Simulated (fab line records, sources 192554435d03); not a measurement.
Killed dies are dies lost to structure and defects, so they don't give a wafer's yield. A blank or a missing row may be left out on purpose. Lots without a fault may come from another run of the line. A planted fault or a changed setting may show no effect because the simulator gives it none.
Which tool did it? | flow n5_finfet | 24 lots, 72 wafers sampled, at 4 steps of a route of 1938

WHAT THE GAUGES READ, wafer by wafer
N5_SDB_THK_MEAS_31.
lot  | measured     | on            | SDB_THK (nm)
L074 | day 3 23:14  | film_metro-01 | 62.8 62.6 63.0
L075 | day 4 02:13  | film_metro-02 | 62.8 65.8 64.5
L076 | day 4 09:28  | film_metro-01 | 65.4 65.1 65.2
L077 | day 4 14:21  | film_metro-02 | 63.6 64.4 64.6
L078 | day 4 22:33  | film_metro-02 | 64.3 63.6 63.7
L079 | day 5 04:41  | film_metro-01 | 64.5 65.5 65.3
L080 | day 5 10:38  | film_metro-01 | 64.9 65.9 65.3
L081 | day 5 17:44  | film_metro-02 | 64.6 64.8 64.9
L082 | day 6 00:55  | film_metro-02 | 63.8 63.0 63.2
L083 | day 6 06:49  | film_metro-02 | 63.8 64.3 63.6
L084 | day 6 15:28  | film_metro-02 | 64.5 64.6 64.1
L085 | day 6 16:54  | film_metro-02 | 66.1 64.7 65.1
L086 | day 7 05:00  | film_metro-01 | 64.7 61.1 63.1
L087 | day 7 07:45  | film_metro-02 | 63.8 63.8 63.7
L088 | day 7 11:31  | film_metro-02 | 64.5 64.7 62.7
L089 | day 7 21:38  | film_metro-01 | 65.7 65.2 62.8
L090 | day 8 00:28  | film_metro-02 | 64.1 64.5 61.6
L091 | day 8 06:56  | film_metro-02 | 64.4 65.8 65.3
L092 | day 8 15:39  | film_metro-02 | 63.8 64.2 65.3
L093 | day 8 17:59  | film_metro-02 | 63.4 64.5 63.8
L094 | day 9 04:02  | film_metro-02 | 62.7 65.1 63.5
L095 | day 9 08:07  | film_metro-01 | 64.6 64.9 63.8
L096 | day 9 16:43  | film_metro-02 | 65.5 63.9 63.7
L097 | day 10 01:44 | film_metro-01 | 63.3 65.7 64.7

N5_DUMMY_REMOVAL_INSPECT_06: inspects for defects (brightfield).
lot  | measured     | on                | raw_defect_count
L074 | day 3 23:29  | defect_inspect-02 | 18 8 15
L075 | day 4 02:28  | defect_inspect-02 | 7 2 11
L076 | day 4 09:53  | defect_inspect-02 | 11 6 8
L077 | day 4 14:36  | defect_inspect-01 | 10 9 18
L078 | day 4 22:48  | defect_inspect-02 | 17 18 5
L079 | day 5 04:56  | defect_inspect-01 | 16 10 14
L080 | day 5 10:53  | defect_inspect-02 | 16 19 15
L081 | day 5 17:59  | defect_inspect-02 | 3 13 6
L082 | day 6 01:11  | defect_inspect-01 | 10 10 17
L083 | day 6 07:04  | defect_inspect-01 | 17 7 13
L084 | day 6 15:43  | defect_inspect-02 | 11 5 11
L085 | day 6 17:09  | defect_inspect-01 | 19 13 14
L086 | day 7 05:35  | defect_inspect-01 | 7 10 8
L087 | day 7 08:19  | defect_inspect-02 | 7 5 22
L088 | day 7 12:04  | defect_inspect-01 | 6 8 23
L089 | day 7 21:55  | defect_inspect-01 | 11 8 19
L090 | day 8 00:46  | defect_inspect-02 | 19 13 25
L091 | day 8 07:12  | defect_inspect-02 | 5 5 3
L092 | day 8 16:06  | defect_inspect-01 | 9 13 11
L093 | day 8 18:14  | defect_inspect-02 | 7 8 22
L094 | day 9 04:22  | defect_inspect-02 | 11 8 13
L095 | day 9 08:23  | defect_inspect-01 | 14 15 6
L096 | day 9 16:59  | defect_inspect-01 | 12 10 14
L097 | day 10 02:00 | defect_inspect-02 | 11 8 10

N5_HKMG_FIN_INSPECT_61: inspects for defects (macro).
lot  | measured     | on                | raw_defect_count
L074 | day 4 00:43  | defect_inspect-01 | 1 0 4
L075 | day 4 03:50  | defect_inspect-01 | 4 4 5
L076 | day 4 11:07  | defect_inspect-01 | 2 4 2
L077 | day 4 16:05  | defect_inspect-02 | 1 5 1
L078 | day 5 00:10  | defect_inspect-01 | 2 1 2
L079 | day 5 06:18  | defect_inspect-01 | 2 3 2
L080 | day 5 12:13  | defect_inspect-02 | 2 1 2
L081 | day 5 19:20  | defect_inspect-01 | 1 2 2
L082 | day 6 02:25  | defect_inspect-02 | 2 6 4
L083 | day 6 08:26  | defect_inspect-02 | 1 3 3
L084 | day 6 17:19  | defect_inspect-01 | 0 1 4
L085 | day 6 18:23  | defect_inspect-02 | 2 0 0
L086 | day 7 06:56  | defect_inspect-01 | 2 1 4
L087 | day 7 09:40  | defect_inspect-01 | 3 5 0
L088 | day 7 13:26  | defect_inspect-02 | 1 6 2
L089 | day 7 23:14  | defect_inspect-02 | 1 2 4
L090 | day 8 02:19  | defect_inspect-02 | 0 2 1
L091 | day 8 08:52  | defect_inspect-01 | 1 2 7
L092 | day 8 17:44  | defect_inspect-02 | 2 3 0
L093 | day 8 19:59  | defect_inspect-01 | 1 1 5
L094 | day 9 05:55  | defect_inspect-01 | 2 3 2
L095 | day 9 09:53  | defect_inspect-01 | 0 4 1
L096 | day 9 19:05  | defect_inspect-01 | 2 0 2
L097 | day 10 03:25 | defect_inspect-02 | 0 4 5

WHICH TOOL RAN EACH LOT (tool, then ch and the chambers of the sampled wafers, then the start)
lot  | N5_SDB_CMP_30
L074 | cmp-03 ch 0,3, day 3 22:56
L075 | cmp-03 ch 0,3, day 4 01:58
L076 | cmp-01 ch 1,2,3, day 4 09:15
L077 | cmp-03 ch 0,1, day 4 14:03
L078 | cmp-01 ch 2,3, day 4 22:15
L079 | cmp-04 ch 0,1, day 5 04:23
L080 | cmp-01 ch 0,2, day 5 10:20
L081 | cmp-04 ch 0,2,3, day 5 17:29
L082 | cmp-04 ch 1,2,3, day 6 00:37
L083 | cmp-01 ch 1,2, day 6 06:34
L084 | cmp-03 ch 0,1,2, day 6 15:10
L085 | cmp-03 ch 1,3, day 6 16:38
L086 | cmp-01 ch 0,1,2, day 7 04:43
L087 | cmp-03 ch 1,2, day 7 07:29
L088 | cmp-01 ch 0,1,2, day 7 11:17
L089 | cmp-04 ch 0,1, day 7 21:21
L090 | cmp-04 ch 0,2, day 8 00:12
L091 | cmp-04 ch 0,2,3, day 8 06:41
L092 | cmp-04 ch 0,1,2, day 8 15:23
L093 | cmp-01 ch 0,1,2, day 8 17:46
L094 | cmp-04 ch 0,2,3, day 9 03:49
L095 | cmp-04 ch 1,2,3, day 9 07:49
L096 | cmp-04 ch 0,1,3, day 9 16:27
L097 | cmp-01 ch 0,2, day 10 01:27
- N5_SDB_CMP_30: polishes, stops on poly-Si, t overpolish 1.54 s, target thk 30 nm.

WHAT THE TOOLS THEMSELVES READ (means of the sampled wafers that have a number; where no wafer has one, the mark that the record gives instead)
N5_SDB_CMP_30.
lot  | tool   | head_pressure_psi (psi) | motor_current_A (A) | overpolish_run_s (s) | platen_rpm (rpm) | slurry_flow_ml_min | time_to_endpoint_s (s)
L074 | cmp-03 | 4.150                   | 13.8                | 1.536                | 51.77            | 149.9              | 19.7
L075 | cmp-03 | 4.151                   | 14.0                | 1.542                | 51.79            | 149.5              | 17.2
L076 | cmp-01 | 4.152                   | 12.0                | 1.529                | 51.80            | 150.5              | 20.3
L077 | cmp-03 | 4.143                   | 12.8                | 1.538                | 51.79            | 150.0              | 18.8
L078 | cmp-01 | 4.143                   | 12.5                | 1.543                | 51.80            | 149.8              | 15.8
L079 | cmp-04 | 4.152                   | 14.1                | 1.539                | 51.81            | 150.7              | 21.3
L080 | cmp-01 | 4.147                   | 11.8                | 1.540                | 51.78            | 150.0              | 18.5
L081 | cmp-04 | 4.151                   | 12.7                | 1.530                | 51.82            | 149.9              | 17.4
L082 | cmp-04 | 4.152                   | 13.2                | 1.540                | 51.80            | 149.8              | 16.4
L083 | cmp-01 | 4.148                   | 11.9                | 1.537                | 51.80            | 149.8              | 18.6
L084 | cmp-03 | 4.146                   | 12.5                | 1.542                | 51.80            | 149.9              | 18.4
L085 | cmp-03 | 4.150                   | 14.1                | 1.544                | 51.78            | 149.7              | 18.6
L086 | cmp-01 | 4.143                   | 12.1                | 1.542                | 51.79            | 150.2              | 15.5
L087 | cmp-03 | 4.155                   | 13.2                | 1.542                | 51.78            | 150.0              | 20.0
L088 | cmp-01 | 4.154                   | 11.9                | 1.529                | 51.82            | 149.9              | 19.1
L089 | cmp-04 | 4.143                   | 13.9                | 1.539                | 51.81            | 150.1              | 18.8
L090 | cmp-04 | 4.153                   | 13.6                | 1.541                | 51.81            | 150.2              | 18.9
L091 | cmp-04 | 4.149                   | 13.3                | 1.537                | 51.81            | 150.4              | 17.6
L092 | cmp-04 | 4.152                   | 14.2                | 1.528                | 51.78            | 149.9              | 20.6
L093 | cmp-01 | 4.147                   | 11.8                | 1.530                | 51.80            | 149.9              | 16.5
L094 | cmp-04 | 4.150                   | 13.2                | 1.542                | 51.80            | 150.2              | 19.1
L095 | cmp-04 | 4.150                   | 13.7                | 1.533                | 51.79            | 149.8              | 17.8
L096 | cmp-04 | 4.156                   | 13.5                | 1.538                | 51.81            | 150.3              | 18.9
L097 | cmp-01 | 4.153                   | 12.0                | 1.538                | 51.80            | 150.0              | 15.5

THE ANSWER, worked out from the rows above alone
Rule: what is usual is taken from the lots themselves. Put in order of their means at a reading, lots are off if they are a third of the lots or fewer, leave a main group of 4 or more, and stand apart from it by a gap of 3 or more times the standard deviation of the main group's means; of several such gaps the widest counts. A main group whose means are all the same, to the digits that the tables above print for the reading, isn't used. A lot without any number at a reading at which 4 lots or more have one is off too. The other lots that the step has rows for count as sound. The gauges are gone through in route order, then the tools' own readings, and for those a lot's mean is taken as printed above. The first step at which some lot is off is used, and at that step the reading that is off furthest; a lot without a number counts as furthest.
No lot is off at any reading shown: from this, nothing can be told.

WHAT THE SIMULATOR HAD PUT IN
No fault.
